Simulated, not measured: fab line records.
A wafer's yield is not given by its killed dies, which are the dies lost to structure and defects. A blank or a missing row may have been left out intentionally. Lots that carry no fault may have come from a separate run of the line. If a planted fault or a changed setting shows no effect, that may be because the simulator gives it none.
Matching of chambers + flow nandHarc + cmp-01 running NHARC_A_WL_FILL_CMP_12: 4 sister chambers
The step polishes, t overpolish 30 s, target thk 75 nm. 4 wafers are shown with their chamber, then 10 later ones without.

## WAFERS WITH THEIR CHAMBER
| wafer  | chamber | motorCurrentA (A) |
|--------|---------|-------------------|
| L081.3 | 3       | 11.4              |
| L081.4 | 2       | 13.3              |
| L089.1 | 0       | 11.4              |
| L089.3 | 1       | 15.4              |

## WAFERS WHOSE CHAMBER IS MISSING
| wafer  | motorCurrentA (A) |
|--------|-------------------|
| L089.4 | 11.9              |
| L090.3 | 11.8              |
| L090.5 | 12.3              |
| L090.6 | 12.1              |
| L093.1 | 12.2              |
| L093.3 | 11.5              |
| L093.4 | 12.1              |
| L095.1 | 12.7              |
| L095.5 | 12.2              |
| L095.6 | 11.3              |

## EACH ONE'S CHAMBER
| wafer  | from the rows above          | in truth |
|--------|------------------------------|----------|
| L089.4 | can't be placed: 0 or 3 or 2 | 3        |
| L090.3 | can't be placed: 0 or 3 or 2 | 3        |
| L090.5 | can't be placed: 0 or 3 or 2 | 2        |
| L090.6 | can't be placed: 0 or 3 or 2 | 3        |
| L093.1 | can't be placed: 0 or 3 or 2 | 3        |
| L093.3 | can't be placed: 0 or 3      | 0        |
| L093.4 | can't be placed: 0 or 3 or 2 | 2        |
| L095.1 | can't be placed: 2 or 0 or 3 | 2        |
| L095.5 | can't be placed: 0 or 3 or 2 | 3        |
| L095.6 | can't be placed: 0 or 3      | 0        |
Correctly placed: 0 of 10. From these rows, 10 cannot be placed; in 10 the true chamber is one of the candidates. Wrongly placed: 0.
How it was worked out, from the rows above alone: a wafer's distance from a chamber is the root of the sum, over the readings, of the square of ((its reading less the chamber's mean) divided by the reading's scatter). If the next closest chamber is less than 2 further off than the closest, the wafer can't be placed; otherwise it belongs to the closest. Each chamber's mean is taken over the wafers shown for it. The scatter: root of mean squared gap, hidden wafer to nearest shown wafer, with one shown wafer a chamber.
